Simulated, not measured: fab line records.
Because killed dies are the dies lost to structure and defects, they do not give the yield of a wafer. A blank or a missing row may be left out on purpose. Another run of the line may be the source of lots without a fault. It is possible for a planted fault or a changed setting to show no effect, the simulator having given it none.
3 desks, one fault || flow n5_finfet || each desk has only its own numbers; what lay behind them comes last

== TOOL OWNER'S DESK, cmp-02 ==
The tool's own readings at N5_HKMG_FIN_CMP_94 (polishes, stops on SiNx, t overpolish 4.7 s, target thk 43.299 nm): means of the sampled wafers that have a number, for each lot that ran on this tool. The brackets show how far a lot's mean lies from the usual mean; more than 4 standard deviations puts the lot out of limits, marked OUT.
Columns: A = motor_current_A at N5_HKMG_FIN_CMP_94, usual 12.2 A
{"lot": "L666", "first seen here": "day 4 20:32", "A": 12.2}
{"lot": "L674", "first seen here": "day 6 11:53", "A": 12.3}
{"lot": "L675", "first seen here": "day 6 18:30", "A": 11.3}
{"lot": "L688", "first seen here": "day 9 19:13", "A": 12.6}
Result from this desk: across the 4 lots, nothing is out of limits.

== THE DEFECT DESK ==
Counts from the inspections along the route, per lot, as means over the sampled wafers that have a number. The brackets show how far a lot's mean lies from the usual mean; more than 4 standard deviations puts the lot out of limits, marked OUT.
Columns: A = raw_defect_count at N5_HKMG_FIN_INSPECT_28, usual 43
{"lot": "L666", "first seen here": "day 4 20:41", "A": 34}
{"lot": "L669", "first seen here": "day 5 02:49", "A": 35}
{"lot": "L674", "first seen here": "day 6 12:07", "A": "309 (+15) OUT"}
{"lot": "L675", "first seen here": "day 6 18:40", "A": "305 (+15) OUT"}
{"lot": "L685", "first seen here": "day 9 04:34", "A": 45}
{"lot": "L686", "first seen here": "day 9 10:33", "A": 24}
{"lot": "L687", "first seen here": "day 9 13:21", "A": 37}
{"lot": "L688", "first seen here": "day 9 19:26", "A": 45}
{"lot": "L689", "first seen here": "day 10 06:43", "A": 35}
This desk finds L674, L675 out of limits, L674 being first, at day 6 12:07 (raw_defect_count at N5_HKMG_FIN_INSPECT_28). In limits: L666, L669, L685, L686, L687, L688, L689.

== THE METROLOGY DESK ==
What the gauges read for every lot (on any tool): the sampled wafers with a number, averaged. The brackets show how far a lot's mean lies from the usual mean; more than 4 standard deviations puts the lot out of limits, marked OUT. 7 of its 10 readings are shown, namely those furthest out on some lot.
Columns: A = DIBL_N at N5_BEOL_M4_RC_MEAS_101, usual 36.4 mV/V; B = IOFF_N at N5_BEOL_M4_RC_MEAS_101, usual 0.159 nA/um; C = IOFF_P at N5_BEOL_M4_RC_MEAS_101, usual 0.21 nA/um; D = ION_N at N5_BEOL_M4_RC_MEAS_101, usual 670 uA/um; E = ION_P at N5_BEOL_M4_RC_MEAS_101, usual 459 uA/um; F = SS_P at N5_BEOL_M4_RC_MEAS_101, usual 73.2 mV/dec; G = VT_P at N5_BEOL_M4_RC_MEAS_101, usual -250 mV
{"lot": "L666", "first seen here": "day 8 20:48", "A": 36.3, "B": 0.156, "C": 0.20, "D": 668, "E": 455, "F": 73.4, "G": -252}
{"lot": "L669", "first seen here": "day 9 17:08", "A": 38.4, "B": 0.218, "C": 0.27, "D": 693, "E": 473, "F": 73.2, "G": -245}
{"lot": "L675", "first seen here": "day 10 09:16", "A": 38.2, "B": 0.178, "C": 0.26, "D": 680, "E": 468, "F": 74.0, "G": -245}
{"lot": "L674", "first seen here": "day 11 16:36", "A": 35.2, "B": 0.148, "C": 0.17, "D": 667, "E": 452, "F": 72.8, "G": -254}
{"lot": "L685", "first seen here": "day 13 05:46", "A": 37.5, "B": 0.173, "C": 0.23, "D": 672, "E": 458, "F": 73.6, "G": -249}
{"lot": "L686", "first seen here": "day 13 16:05", "A": 38.9, "B": 0.194, "C": 0.23, "D": 686, "E": 464, "F": 73.3, "G": -249}
{"lot": "L687", "first seen here": "day 13 23:15", "A": 37.0, "B": 0.152, "C": 0.17, "D": 666, "E": 450, "F": 73.0, "G": -258}
{"lot": "L688", "first seen here": "day 14 19:29", "A": 35.5, "B": 0.157, "C": 0.22, "D": 666, "E": 463, "F": 73.2, "G": -249}
{"lot": "L689", "first seen here": "day 14 23:20", "A": 34.2, "B": 0.137, "C": 0.23, "D": 663, "E": 466, "F": 73.1, "G": -246}
Result from this desk: across the 9 lots, nothing is out of limits.

== TAKEN TOGETHER ==
The defect desk could have raised an alarm at day 6 12:07, on L674, L675.
The tool owner's desk saw nothing out of limits.
The metrology desk saw nothing out of limits.
Tool owner's desk: L674, L675 on record, inside its limits.
The metrology desk has L674, L675 on record, within its limits.
Every lot named ran N5_HKMG_FIN_CMP_94 on cmp-02.

== WHAT THE SIMULATOR HAD INSERTED ==
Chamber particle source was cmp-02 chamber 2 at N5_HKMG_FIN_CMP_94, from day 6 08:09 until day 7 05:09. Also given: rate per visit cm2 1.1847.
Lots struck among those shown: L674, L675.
Hours from the fault's start to each desk's first reading out of limits: the defect desk, 4.
